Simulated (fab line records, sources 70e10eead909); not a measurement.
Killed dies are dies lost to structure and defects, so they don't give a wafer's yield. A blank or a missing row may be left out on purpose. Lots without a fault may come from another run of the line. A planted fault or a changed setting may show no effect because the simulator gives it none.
Which tool did it? | flow nand_harc | 12 lots, 36 wafers sampled, at 5 steps of a route of 1302

WHAT THE GAUGES READ, wafer by wafer
NHARC_END_SORT_01.
lot  | measured     | on        | killed_at_array | killed_at_other | killed_at_periphery | killed_dies | killed_open | killed_short
L823 | day 30 14:46 | prober-02 | 49 72 53        | 0 0 1           | 3 5 1               | 52 77 55    | 2 2 3       | 3 1 3

WHICH TOOL RAN EACH LOT (tool, then ch and the chambers of the sampled wafers, then the start)
lot  | NHARC_A_STAIRCASE_DEP_322       | NHARC_A_STAIRCASE_STRIP_475                   | NHARC_A_STAIRCASE_CMP_472     | NHARC_A_SGD_CUT_DEP_00
L810 | pecvd-01 ch 0,2, day 18 11:35   | rie_diel-05 ch 1,3, day 19 13:46 or earlier   | cmp-02 ch 1,2,3, day 19 13:46 | pecvd-03 ch 0,2, day 19 14:07
L812 | pecvd-01 ch 0,2, day 19 08:58   | rie_diel-03 ch 0,2, day 20 12:19 or earlier   | cmp-02 ch 1,2, day 20 12:19   | pecvd-02 ch 1,2, day 20 12:44
L815 | pecvd-01 ch 0,1, day 20 12:38   | rie_diel-05 ch 0,2, day 21 13:12 or earlier   | cmp-01 ch 0,2,3, day 21 13:12 | pecvd-03 ch 1,2, day 21 13:35
L817 | pecvd-02 ch 0,1, day 21 05:05   | rie_diel-03 ch 0,1,3, day 22 04:22 or earlier | cmp-03 ch 0,1,3, day 22 04:22 | pecvd-02 ch 0,1,2, day 22 04:47
L816 | pecvd-04 ch 1,2, day 21 05:07   | rie_diel-02 ch 0,1, day 22 04:17 or earlier   | cmp-02 ch 1,3, day 22 04:17   | pecvd-03 ch 0,1,2, day 22 04:44
L822 | pecvd-01 ch 1,2, day 23 11:59   | rie_diel-02 ch 1,2, day 24 14:16 or earlier   | cmp-02 ch 0,2,3, day 24 14:16 | pecvd-03 ch 0,2, day 24 14:41
L823 | pecvd-02 ch 0,2, day 23 18:47   | rie_diel-02 ch 0,1,3, day 24 18:56 or earlier | cmp-03 ch 0,1,2, day 24 18:56 | pecvd-03 ch 0,1, day 24 19:20
L826 | pecvd-01 ch 0,1,2, day 25 04:20 | rie_diel-05 ch 0,1,3, day 26 09:22 or earlier | cmp-03 ch 1,2,3, day 26 09:22 | pecvd-02 ch 0,1, day 26 09:47
L827 | pecvd-04 ch 0,1, day 25 04:31   | rie_diel-05 ch 1,3, day 26 09:40 or earlier   | cmp-02 ch 0,2, day 26 09:40   | pecvd-01 ch 0,2, day 26 10:07
L828 | pecvd-01 ch 0,2, day 26 05:11   | rie_diel-02 ch 0,1,2, day 27 05:32 or earlier | cmp-03 ch 0,1,2, day 27 05:32 | pecvd-01 ch 0,1,2, day 27 05:58
L829 | pecvd-02 ch 0,1,2, day 26 12:17 | rie_diel-05 ch 1,2, day 27 15:55 or earlier   | cmp-02 ch 0,1,2, day 27 15:55 | pecvd-02 ch 0,1,2, day 27 16:22
L831 | pecvd-02 ch 0,2, day 27 02:00   | rie_diel-05 ch 1,2,3, day 27 23:55 or earlier | cmp-02 ch 2,3, day 27 23:55   | pecvd-02 ch 0,1,2, day 28 00:20
- NHARC_A_STAIRCASE_DEP_322: deposits SiO2, target thk 7200 nm.
- NHARC_A_STAIRCASE_STRIP_475: strips in O2, time 20 s.
- NHARC_A_STAIRCASE_CMP_472: polishes SiO2.
- NHARC_A_SGD_CUT_DEP_00: deposits SiNx, target thk 50 nm.

WHAT THE TOOLS THEMSELVES READ (means of the sampled wafers that have a number; where no wafer has one, the mark that the record gives instead)
NHARC_A_STAIRCASE_DEP_322.
lot  | tool     | heater_power_w (W) | rf_fwd_power_W (W)
L810 | pecvd-01 | 670                | 499.7
L812 | pecvd-01 | 693                | 500.9
L815 | pecvd-01 | 665                | 499.3
L817 | pecvd-02 | 611                | 500.5
L816 | pecvd-04 | 542                | 499.6
L822 | pecvd-01 | 550                | 500.4
L823 | pecvd-02 | 616                | 497.9
L826 | pecvd-01 | 630                | 499.9
L827 | pecvd-04 | 622                | 501.0
L828 | pecvd-01 | 659                | 499.3
L829 | pecvd-02 | 616                | 502.0
L831 | pecvd-02 | 602                | 498.8

NHARC_A_STAIRCASE_STRIP_475.
lot  | tool        | drypump_motor_current_A (A) | mfc_ar_sccm (sccm) | oes_product_au (a.u.) | rf_vpp_V (V) | showerhead_plenum_p_Torr (Torr) | throttle_valve_pct (%)
L810 | rie_diel-05 | 5.9                         | 0.010              | 0.985                 | 57.6         | 3.62                            | 17.036
L812 | rie_diel-03 | 6.3                         | 0.000              | 0.995                 | 57.5         | 3.38                            | 17.034
L815 | rie_diel-05 | 6.1                         | 0.004              | 1.004                 | 57.5         | 3.37                            | 17.038
L817 | rie_diel-03 | 5.9                         | 0.004              | 0.996                 | 58.2         | 3.56                            | 17.031
L816 | rie_diel-02 | 5.9                         | 0.004              | 0.998                 | 57.4         | 3.45                            | 17.033
L822 | rie_diel-02 | 6.0                         | 0.006              | 0.999                 | 57.6         | 3.35                            | 17.032
L823 | rie_diel-02 | 5.9                         | 0.005              | 1.004                 | 58.3         | 3.48                            | 17.034
L826 | rie_diel-05 | 6.0                         | 0.005              | 1.002                 | 58.8         | 3.65                            | 17.033
L827 | rie_diel-05 | 5.9                         | 0.010              | 0.995                 | 58.8         | 3.59                            | 17.044
L828 | rie_diel-02 | 5.9                         | 0.004              | 0.997                 | 56.6         | 3.41                            | 17.032
L829 | rie_diel-05 | 5.9                         | 0.009              | 0.999                 | 57.6         | 3.47                            | 17.033
L831 | rie_diel-05 | 5.7                         | 0.007              | 1.008                 | 57.9         | 3.51                            | 17.043

NHARC_A_STAIRCASE_CMP_472.
lot  | tool   | motor_current_A (A) | retaining_ring_pressure_frac | slurry_flow_ml_min
L810 | cmp-02 | 13.2                | 0.995                        | 150.1
L812 | cmp-02 | 13.0                | 1.000                        | 149.8
L815 | cmp-01 | 13.3                | 1.003                        | 150.1
L817 | cmp-03 | 12.7                | 1.002                        | 150.4
L816 | cmp-02 | 12.4                | 1.003                        | 149.9
L822 | cmp-02 | 13.8                | 1.002                        | 149.9
L823 | cmp-03 | 12.0                | 0.995                        | 149.9
L826 | cmp-03 | 13.2                | 0.998                        | 150.3
L827 | cmp-02 | 13.9                | 1.000                        | 149.8
L828 | cmp-03 | 11.8                | 1.004                        | 150.3
L829 | cmp-02 | 13.9                | 0.999                        | 150.2
L831 | cmp-02 | 12.5                | 1.000                        | 149.9

NHARC_A_SGD_CUT_DEP_00.
lot  | tool     | heater_power_w (W) | rf_fwd_power_W (W)
L810 | pecvd-03 | 658                | 448.0
L812 | pecvd-02 | 666                | 448.1
L815 | pecvd-03 | 669                | 449.0
L817 | pecvd-02 | 654                | 447.9
L816 | pecvd-03 | 690                | 449.2
L822 | pecvd-03 | 754                | 400.7
L823 | pecvd-03 | 651                | 425.3
L826 | pecvd-02 | 678                | 448.6
L827 | pecvd-01 | 778                | 448.6
L828 | pecvd-01 | 691                | 447.8
L829 | pecvd-02 | 623                | 446.7
L831 | pecvd-02 | 621                | 447.0

THE ANSWER, worked out from the rows above alone
Rule: what is usual is taken from the lots themselves. Put in order of their means at a reading, lots are off if they are a third of the lots or fewer, leave a main group of 4 or more, and stand apart from it by a gap of 3 or more times the standard deviation of the main group's means; of several such gaps the widest counts. A main group whose means are all the same, to the digits that the tables above print for the reading, isn't used. A lot without any number at a reading at which 4 lots or more have one is off too. The other lots that the step has rows for count as sound. The gauges are gone through in route order, then the tools' own readings, and for those a lot's mean is taken as printed above. The first step at which some lot is off is used, and at that step the reading that is off furthest; a lot without a number counts as furthest.
Off: L822, L823, at NHARC_A_SGD_CUT_DEP_00 (rf_fwd_power_W). The main group: mean 448.1 W, standard deviation 0.76.
A tool fits if, at that step or a process step before it, it ran every lot that is off, and no sound lot after the first of them. NHARC_A_STAIRCASE_STRIP_475 gives no start for some lots, so the hours and the order of its lots are those of NHARC_A_STAIRCASE_CMP_472. One fits: pecvd-03 at NHARC_A_SGD_CUT_DEP_00. Its last sound lot is L816 (day 22 04:44), its first lot that is off L822 (day 24 14:41): a fault that began between those two fits.
The tool's own readings at NHARC_A_SGD_CUT_DEP_00 bear it out: on the lots that are off they differ by more than 5 times the standard deviation of the sound lots' means. rf_fwd_power_W reads 413.0 W there against 448.1 W on the sound lots.

WHAT THE SIMULATOR HAD PUT IN
Process parameter drift: pecvd-03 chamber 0, from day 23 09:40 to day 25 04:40, at NHARC_A_SGD_CUT_DEP_00. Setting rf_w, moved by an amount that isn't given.
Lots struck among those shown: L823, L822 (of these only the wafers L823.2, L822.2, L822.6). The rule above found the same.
